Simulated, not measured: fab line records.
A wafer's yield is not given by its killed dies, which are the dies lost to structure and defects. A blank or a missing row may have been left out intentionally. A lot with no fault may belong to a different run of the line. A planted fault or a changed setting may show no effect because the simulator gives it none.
Chamber matching / flow n5 finfet / rie diel-03 running N5_BEOL_M14_TRENCH_ETCH_34: 4 sister chambers
The step etches SiO2 in C4F8/O2/Ar, target depth 556.65 nm, time 126.9 s. 18 wafers are shown with their chamber, then 9 later ones without.

== WAFERS WITH THEIR CHAMBER ==
wafer=L076.1; chamber=0; showerhead plenum p Torr (Torr)=3.64; throttle valve pct (%)=30.36; drypump motor current A (A)=5.5
wafer=L076.2; chamber=2; showerhead plenum p Torr (Torr)=3.34; throttle valve pct (%)=30.90; drypump motor current A (A)=5.9
wafer=L076.3; chamber=3; showerhead plenum p Torr (Torr)=3.58; throttle valve pct (%)=30.95; drypump motor current A (A)=5.6
wafer=L082.1; chamber=2; showerhead plenum p Torr (Torr)=3.34; throttle valve pct (%)=30.91; drypump motor current A (A)=6.0
wafer=L082.2; chamber=1; showerhead plenum p Torr (Torr)=3.32; throttle valve pct (%)=30.68; drypump motor current A (A)=6.8
wafer=L082.4; chamber=0; showerhead plenum p Torr (Torr)=3.64; throttle valve pct (%)=30.38; drypump motor current A (A)=5.5
wafer=L084.1; chamber=3; showerhead plenum p Torr (Torr)=3.57; throttle valve pct (%)=30.96; drypump motor current A (A)=5.6
wafer=L084.5; chamber=1; showerhead plenum p Torr (Torr)=3.32; throttle valve pct (%)=30.65; drypump motor current A (A)=6.7
wafer=L084.6; chamber=2; showerhead plenum p Torr (Torr)=3.33; throttle valve pct (%)=30.91; drypump motor current A (A)=5.9
wafer=L087.2; chamber=1; showerhead plenum p Torr (Torr)=3.31; throttle valve pct (%)=30.68; drypump motor current A (A)=6.8
wafer=L087.5; chamber=2; showerhead plenum p Torr (Torr)=3.33; throttle valve pct (%)=30.91; drypump motor current A (A)=6.0
wafer=L087.6; chamber=3; showerhead plenum p Torr (Torr)=3.57; throttle valve pct (%)=30.97; drypump motor current A (A)=5.6
wafer=L088.1; chamber=3; showerhead plenum p Torr (Torr)=3.57; throttle valve pct (%)=30.97; drypump motor current A (A)=5.6
wafer=L088.2; chamber=1; showerhead plenum p Torr (Torr)=3.31; throttle valve pct (%)=30.68; drypump motor current A (A)=6.8
wafer=L088.6; chamber=2; showerhead plenum p Torr (Torr)=3.33; throttle valve pct (%)=30.92; drypump motor current A (A)=6.0
wafer=L089.1; chamber=1; showerhead plenum p Torr (Torr)=3.31; throttle valve pct (%)=30.67; drypump motor current A (A)=6.8
wafer=L089.3; chamber=0; showerhead plenum p Torr (Torr)=3.63; throttle valve pct (%)=30.39; drypump motor current A (A)=5.5
wafer=L089.5; chamber=3; showerhead plenum p Torr (Torr)=3.57; throttle valve pct (%)=30.98; drypump motor current A (A)=5.6

SIGNATURES, as means of the wafers listed above
reading=showerhead plenum p Torr; chamber 0=3.6367; chamber 1=3.3140; chamber 2=3.3340; chamber 3=3.5720; scatter within a chamber=0.00526
reading=throttle valve pct; chamber 0=30.3767; chamber 1=30.6720; chamber 2=30.9100; chamber 3=30.9660; scatter within a chamber=0.0115
reading=drypump motor current A; chamber 0=5.500; chamber 1=6.780; chamber 2=5.960; chamber 3=5.600; scatter within a chamber=0.0378
Rule: for each reading, subtract the chamber's mean from the wafer's reading, divide by that reading's scatter and square the result; add these up over the readings and take the root, which gives the wafer's distance from the chamber. The wafer belongs to the nearest chamber; if the next one is less than 2 further off, it can't be placed. How the scatter is found: for the shown wafers, subtract from each reading the mean of its chamber, square and add these, divide the total by (wafers less chambers), then take the root.

== WAFERS WHOSE CHAMBER IS MISSING ==
wafer=L090.3; showerhead plenum p Torr (Torr)=3.31; throttle valve pct (%)=30.68; drypump motor current A (A)=6.7
wafer=L090.4; showerhead plenum p Torr (Torr)=3.56; throttle valve pct (%)=30.98; drypump motor current A (A)=5.6
wafer=L090.6; showerhead plenum p Torr (Torr)=3.31; throttle valve pct (%)=30.68; drypump motor current A (A)=6.7
wafer=L091.1; showerhead plenum p Torr (Torr)=3.31; throttle valve pct (%)=30.68; drypump motor current A (A)=6.7
wafer=L091.3; showerhead plenum p Torr (Torr)=3.63; throttle valve pct (%)=30.40; drypump motor current A (A)=5.5
wafer=L091.5; showerhead plenum p Torr (Torr)=3.32; throttle valve pct (%)=30.92; drypump motor current A (A)=5.9
wafer=L095.2; showerhead plenum p Torr (Torr)=3.56; throttle valve pct (%)=31.01; drypump motor current A (A)=5.6
wafer=L095.3; showerhead plenum p Torr (Torr)=3.32; throttle valve pct (%)=30.92; drypump motor current A (A)=5.9
wafer=L095.5; showerhead plenum p Torr (Torr)=3.32; throttle valve pct (%)=30.96; drypump motor current A (A)=5.9

== EACH ONE'S CHAMBER ==
wafer=L090.3; from the rows above=1; in truth=1
wafer=L090.4; from the rows above=3; in truth=3
wafer=L090.6; from the rows above=1; in truth=1
wafer=L091.1; from the rows above=1; in truth=1
wafer=L091.3; from the rows above=0; in truth=0
wafer=L091.5; from the rows above=2; in truth=2
wafer=L095.2; from the rows above=3; in truth=3
wafer=L095.3; from the rows above=2; in truth=2
wafer=L095.5; from the rows above=2; in truth=2
9 of 9 placed correctly. Not placeable from these rows: 0. 0 placed wrongly.
